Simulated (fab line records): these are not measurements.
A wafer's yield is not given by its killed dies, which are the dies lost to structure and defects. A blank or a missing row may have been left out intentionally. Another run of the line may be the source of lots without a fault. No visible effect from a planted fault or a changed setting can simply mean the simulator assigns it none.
Which tool did it?    flow n5_finfet    12 lots, 36 wafers sampled, at 4 steps of a route of 1938

WHAT THE GAUGES READ, wafer by wafer
N5_BEOL_M6_RS_MEAS_57: measures by four-point-probe.
lot   measured      on             M6_RS (ohm/sq)
L076  day 9 04:59   film_metro-02  0.295 0.301 0.307
L077  day 9 17:58   film_metro-01  0.277 0.312 0.299
L080  day 10 03:49  film_metro-01  0.286 0.306 0.311
L081  day 10 13:31  film_metro-01  0.308 0.285 0.285
L083  day 11 04:40  film_metro-01  0.289 0.296 0.299
L085  day 11 14:56  film_metro-02  0.288 0.305 0.300
L087  day 12 17:04  film_metro-01  0.314 0.305 0.286
L088  day 13 17:52  film_metro-02  0.303 0.318 0.297
L091  day 14 01:01  film_metro-02  0.293 0.292 0.274
L093  day 14 02:44  film_metro-02  0.292 0.306 0.301
L095  day 14 15:42  film_metro-02  0.290 0.301 0.302
L096  day 15 07:53  film_metro-01  0.291 0.306 0.275

TOOL THAT RAN EACH LOT (tool first, then ch and the chambers of the sampled wafers, then the start)
lot   N5_BEOL_M6_ETCH_41                             N5_BEOL_M6_DEGAS_44           N5_BEOL_M6_ALD_77
L076  rie_diel-01 ch 0,1,2, day 9 02:28 or earlier   pvd_sputter-02, day 9 02:28   ald_metal-02 ch 1,2,3, day 9 02:35
L077  rie_diel-01 ch 0,2,3, day 9 16:06 or earlier   pvd_sputter-02, day 9 16:06   ald_metal-04 ch 2,3, day 9 16:16
L080  rie_diel-05 ch 0,1,2, day 10 01:59 or earlier  pvd_sputter-01, day 10 01:59  ald_metal-02 ch 0,1, day 10 02:05
L081  rie_diel-01 ch 0,2, day 10 11:56 or earlier    pvd_sputter-02, day 10 11:56  ald_metal-02 ch 0,1,3, day 10 12:02
L083  rie_diel-03 ch 0,2,3, day 11 01:11 or earlier  pvd_sputter-02, day 11 01:11  ald_metal-02 ch 0,1,2, day 11 01:31
L085  rie_diel-03 ch 0,2, day 11 13:02 or earlier    pvd_sputter-02, day 11 13:02  ald_metal-04 ch 1,2,3, day 11 13:08
L087  rie_diel-05 ch 0,1,2, day 12 11:13 or earlier  pvd_sputter-03, day 12 11:13  ald_metal-01 ch 1,2, day 12 11:20
L088  rie_diel-03 ch 0,2,3, day 13 15:46 or earlier  pvd_sputter-01, day 13 15:46  ald_metal-02 ch 0,1,2, day 13 15:52
L091  rie_diel-01 ch 1,2,3, day 13 19:54 or earlier  pvd_sputter-03, day 13 19:54  ald_metal-04 ch 0,1, day 13 20:04
L093  rie_diel-05 ch 0,1,3, day 13 23:25 or earlier  pvd_sputter-02, day 13 23:25  ald_metal-04 ch 0,2,3, day 13 23:31
L095  rie_diel-03 ch 0,2,3, day 14 13:40 or earlier  pvd_sputter-03, day 14 13:40  ald_metal-01 ch 2,3, day 14 13:46
L096  rie_diel-01 ch 0,3, day 15 06:13 or earlier    pvd_sputter-03, day 15 06:13  ald_metal-02 ch 1,2,3, day 15 06:19
- N5_BEOL_M6_ETCH_41: etches SiCN in CH3F/O2, target depth 29.7 nm, time 52 s.
- N5_BEOL_M6_DEGAS_44: time 60 s.
- N5_BEOL_M6_ALD_77: deposits TaN, target thk 2 nm, pulse time 2 s, purge time 3 s.

THE ANSWER, worked out from the rows above alone
Rule: the lots themselves supply what counts as usual. The widest of any qualifying gaps counts: lots, ordered by their means at a reading, are off when they make up no more than a third of the lots, leave a main group of 4 or more, and stand apart from it by 3 or more times the standard deviation of that group's means. Not used: any main group whose means are identical at the precision the tables above print for the reading. Also off: a lot with no number at a reading for which 4 or more lots have one. Where the step has rows for the other lots, those lots are counted as sound.
Across all readings shown, no lot is off: no conclusion can be drawn from this.

WHAT THE SIMULATOR PUT IN
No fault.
